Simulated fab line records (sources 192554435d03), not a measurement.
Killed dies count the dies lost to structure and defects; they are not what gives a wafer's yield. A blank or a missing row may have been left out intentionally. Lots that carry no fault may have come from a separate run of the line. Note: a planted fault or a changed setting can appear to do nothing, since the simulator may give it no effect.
Chamber matching | flow n5-finfet | 3 sister chambers for N5_ZERO_LAYER_PECVD_02 on pecvd-03
The step deposits SiO2 from SiH4/N2O, target thk 10 nm, time 6 s. 6 wafers are shown with their chamber, then 8 later ones without.

WAFERS WITH THEIR CHAMBER
wafer  | chamber | showerhead-plenum-p-Torr (Torr) | showerhead-vpp-V (V)
L079.6 | 0       | 8.33                            | 1029
L085.6 | 2       | 8.18                            | 1064
L087.3 | 1       | 8.18                            | 1047
L087.5 | 0       | 8.31                            | 1034
L087.6 | 1       | 8.17                            | 1044
L091.1 | 2       | 8.18                            | 1049

WAFERS WHOSE CHAMBER IS MISSING
wafer  | showerhead-plenum-p-Torr (Torr) | showerhead-vpp-V (V)
L091.4 | 8.31                            | 1049
L091.5 | 8.17                            | 1058
L095.3 | 8.17                            | 1026
L095.5 | 8.19                            | 1060
L095.6 | 8.30                            | 1031
L097.2 | 8.17                            | 1060
L097.4 | 8.17                            | 1035
L097.6 | 8.15                            | 1048

CHAMBER TAKEN BY EACH
wafer  | from the rows above     | in truth
L091.4 | 0                       | 0
L091.5 | can't be placed: 2 or 1 | 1
L095.3 | can't be placed: 1 or 2 | 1
L095.5 | can't be placed: 2 or 1 | 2
L095.6 | 0                       | 0
L097.2 | can't be placed: 2 or 1 | 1
L097.4 | can't be placed: 1 or 2 | 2
L097.6 | can't be placed: 1 or 2 | 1
Correct placement for 2 of the 8. From these rows, 6 cannot be placed; in 6 the true chamber is one of the candidates. Wrongly placed: 0.
How it was worked out, from the rows above alone: a wafer's distance from a chamber is the root of the sum, over the readings, of the square of ((its reading less the chamber's mean) divided by the reading's scatter). The wafer belongs to the nearest chamber; if the next one is less than 2 further off, it can't be placed. A chamber's mean is the mean of its shown wafers. The scatter is the square root of a quotient: the sum, over the shown wafers, of each reading's squared deviation from its chamber's mean, divided by wafers minus chambers.
